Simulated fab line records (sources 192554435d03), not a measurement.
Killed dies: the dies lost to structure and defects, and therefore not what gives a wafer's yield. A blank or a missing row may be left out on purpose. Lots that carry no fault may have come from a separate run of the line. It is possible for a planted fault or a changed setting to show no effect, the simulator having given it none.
The tool behind it: which one? :: flow n5 finfet :: 33 wafers from 11 lots sampled at 2 of the route's 1938 steps

## WHAT THE GAUGES READ, wafer by wafer
N5_BEOL_M13_CD_MEAS_17: the cd target is 190 nm.
lot: L780
measured: day 10 16:20
on: cd sem-02
cd nm (nm): 189.4 187.1 189.2

lot: L781
measured: day 10 16:56
on: cd sem-01
cd nm (nm): 191.7 193.4 191.1

lot: L782
measured: day 10 23:12
on: cd sem-03
cd nm (nm): 190.7 189.6 192.2

lot: L784
measured: day 11 09:04
on: cd sem-02
cd nm (nm): 189.5 190.1 193.0

lot: L786
measured: day 12 02:41
on: cd sem-03
cd nm (nm): 187.8 190.7 191.7

lot: L787
measured: day 12 18:56
on: cd sem-03
cd nm (nm): 189.5 188.1 191.1

lot: L788
measured: day 13 02:48
on: cd sem-01
cd nm (nm): 190.3 191.1 191.7

lot: L789
measured: day 13 13:18
on: cd sem-02
cd nm (nm): 190.2 186.9 189.8

lot: L792
measured: day 14 02:52
on: cd sem-03
cd nm (nm): 192.4 193.2 189.7

lot: L797
measured: day 15 22:46
on: cd sem-01
cd nm (nm): 190.3 187.3 185.5

lot: L799
measured: day 15 23:04
on: cd sem-03
cd nm (nm): 194.6 194.3 193.0

## EACH LOT AND THE TOOL THAT RAN IT (in order: tool; ch and the chambers of the sampled wafers; start)
lot: L780
N5_BEOL_M13_STRIP_63: plasma asher-01 ch 0,1, day 10 16:08

lot: L781
N5_BEOL_M13_STRIP_63: plasma asher-02 ch 0,1, day 10 16:43

lot: L782
N5_BEOL_M13_STRIP_63: plasma asher-01 ch 0,1, day 10 22:59

lot: L784
N5_BEOL_M13_STRIP_63: plasma asher-01 ch 1, day 11 08:51

lot: L786
N5_BEOL_M13_STRIP_63: plasma asher-02 ch 0,1, day 12 02:29

lot: L787
N5_BEOL_M13_STRIP_63: plasma asher-02 ch 0,1, day 12 18:43

lot: L788
N5_BEOL_M13_STRIP_63: plasma asher-01 ch 0,1, day 13 02:35

lot: L789
N5_BEOL_M13_STRIP_63: plasma asher-02 ch 0,1, day 13 13:05

lot: L792
N5_BEOL_M13_STRIP_63: plasma asher-02 ch 0,1, day 14 02:39

lot: L797
N5_BEOL_M13_STRIP_63: plasma asher-02 ch 0,1, day 15 22:34

lot: L799
N5_BEOL_M13_STRIP_63: plasma asher-01 ch 0,1, day 15 22:49
- N5_BEOL_M13_STRIP_63: strips in N2/H2.

## THE ANSWER, worked out from the rows above alone
Rule: what is usual is taken from the lots themselves. The widest of any qualifying gaps counts: lots, ordered by their means at a reading, are off when they make up no more than a third of the lots, leave a main group of 4 or more, and stand apart from it by 3 or more times the standard deviation of that group's means. A main group whose means are all the same, to the digits that the tables above print for the reading, isn't used. A lot without any number at a reading at which 4 lots or more have one is off too. The other lots that the step has rows for count as sound.
No lot is off at any reading shown: from this, nothing can be told.

## WHAT HAD BEEN PUT IN BY THE SIMULATOR
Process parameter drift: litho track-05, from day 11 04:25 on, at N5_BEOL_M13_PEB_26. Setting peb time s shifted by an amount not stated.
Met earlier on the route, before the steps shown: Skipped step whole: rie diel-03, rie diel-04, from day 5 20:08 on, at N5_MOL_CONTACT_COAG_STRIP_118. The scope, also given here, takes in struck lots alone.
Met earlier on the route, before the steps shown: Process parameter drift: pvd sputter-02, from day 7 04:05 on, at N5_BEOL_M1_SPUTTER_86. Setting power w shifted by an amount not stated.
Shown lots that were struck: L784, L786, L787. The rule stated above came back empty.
